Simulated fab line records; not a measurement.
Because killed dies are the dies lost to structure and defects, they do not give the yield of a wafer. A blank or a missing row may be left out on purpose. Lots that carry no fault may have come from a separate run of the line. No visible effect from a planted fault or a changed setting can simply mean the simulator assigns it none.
The tool behind it: which one? | flow n5 finfet | 31 wafers from 11 lots sampled at 4 of the route's 1938 steps

WHAT THE GAUGES SHOWED, per wafer
N5_PASSIVATION_CD_MEAS_44 targets a cd of 40000 nm.
lot  | measured     | on        | cd nm (nm)
L731 | day 12 07:27 | cd sem-03 | 40011 40006 40012
L735 | day 15 06:03 | cd sem-02 | 40005 40000 40007
L739 | day 16 07:04 | cd sem-01 | 39996 39994 39999
L737 | day 16 07:52 | cd sem-02 | 39998 39997 39992
L741 | day 16 13:30 | cd sem-01 | 40002 40014 40000
L743 | day 17 04:16 | cd sem-02 | 39995 39995
L745 | day 17 11:59 | cd sem-03 | 39995 40005 39997
L746 | day 17 11:14 | cd sem-01 | 39998 40010 40005
L747 | day 17 19:35 | cd sem-03 | 40013 40008
L749 | day 18 07:51 | cd sem-01 | 39992 39997 39991
L750 | day 18 21:09 | cd sem-02 | 40002 40005 40009

WHICH TOOL RAN EACH LOT (tool, then ch and the chambers of the sampled wafers, then the start)
lot  | N5_BEOL_M7_VIA_ETCH_34             | N5_PASSIVATION_AL_DEP_21     | N5_PASSIVATION_STRIP_34
L731 | rie diel-01 ch 1,2,3, day 9 11:43  | pvd sputter-03, day 12 05:11 | rie diel-03 ch 2,3, day 12 06:22
L735 | rie diel-01 ch 0,3, day 12 09:11   | pvd sputter-02, day 15 03:10 | rie diel-04 ch 2,3, day 15 04:29
L739 | rie diel-01 ch 0,1,2, day 12 20:31 | pvd sputter-03, day 16 04:26 | rie diel-04 ch 0,3, day 16 05:36
L737 | rie diel-01 ch 0,1,2, day 12 21:07 | pvd sputter-03, day 16 05:31 | rie diel-05 ch 2,3, day 16 06:49
L741 | rie diel-01 ch 0,3, day 13 01:26   | pvd sputter-03, day 16 10:51 | rie diel-03 ch 2,3, day 16 12:02
L743 | rie diel-06 ch 2, day 13 05:19     | pvd sputter-03, day 17 01:39 | rie diel-05 ch 2,3, day 17 03:12
L745 | rie diel-01 ch 0,3, day 13 14:13   | pvd sputter-03, day 17 09:12 | rie diel-03 ch 0,1,3, day 17 10:29
L746 | rie diel-06 ch 0,1, day 14 02:00   | pvd sputter-03, day 17 08:52 | rie diel-03 ch 1,2,3, day 17 10:11
L747 | rie diel-06 ch 0,1, day 14 08:37   | pvd sputter-02, day 17 17:07 | rie diel-05 ch 1,2, day 17 18:24
L749 | rie diel-02 ch 2,3, day 15 01:35   | pvd sputter-02, day 18 05:23 | rie diel-05 ch 0,2, day 18 06:41
L750 | rie diel-02 ch 2,3, day 15 11:18   | pvd sputter-03, day 18 18:49 | rie diel-03 ch 0,2,3, day 18 19:59
- N5_BEOL_M7_VIA_ETCH_34: etches SiCOH lowk in C4F6/O2, target depth 125.5 nm, time 50.5 s.
- N5_PASSIVATION_AL_DEP_21: deposits Al, target thk 2800 nm, time 170 s.
- N5_PASSIVATION_STRIP_34: strips in O2.

THE ANSWER, worked out from the rows above alone
Rule: usual is defined by the lots themselves. Put in order of their means at a reading, lots are off if they are a third of the lots or fewer, leave a main group of 4 or more, and stand apart from it by a gap of 3 or more times the standard deviation of the main group's means; of several such gaps the widest counts. A main group is skipped when, at the precision printed for the reading in the tables above, its means are all equal. A lot without any number at a reading at which 4 lots or more have one is off too. The other lots that the step has rows for count as sound.
No lot is off at any reading shown: from this, nothing can be told.

WHAT HAD BEEN PUT IN BY THE SIMULATOR
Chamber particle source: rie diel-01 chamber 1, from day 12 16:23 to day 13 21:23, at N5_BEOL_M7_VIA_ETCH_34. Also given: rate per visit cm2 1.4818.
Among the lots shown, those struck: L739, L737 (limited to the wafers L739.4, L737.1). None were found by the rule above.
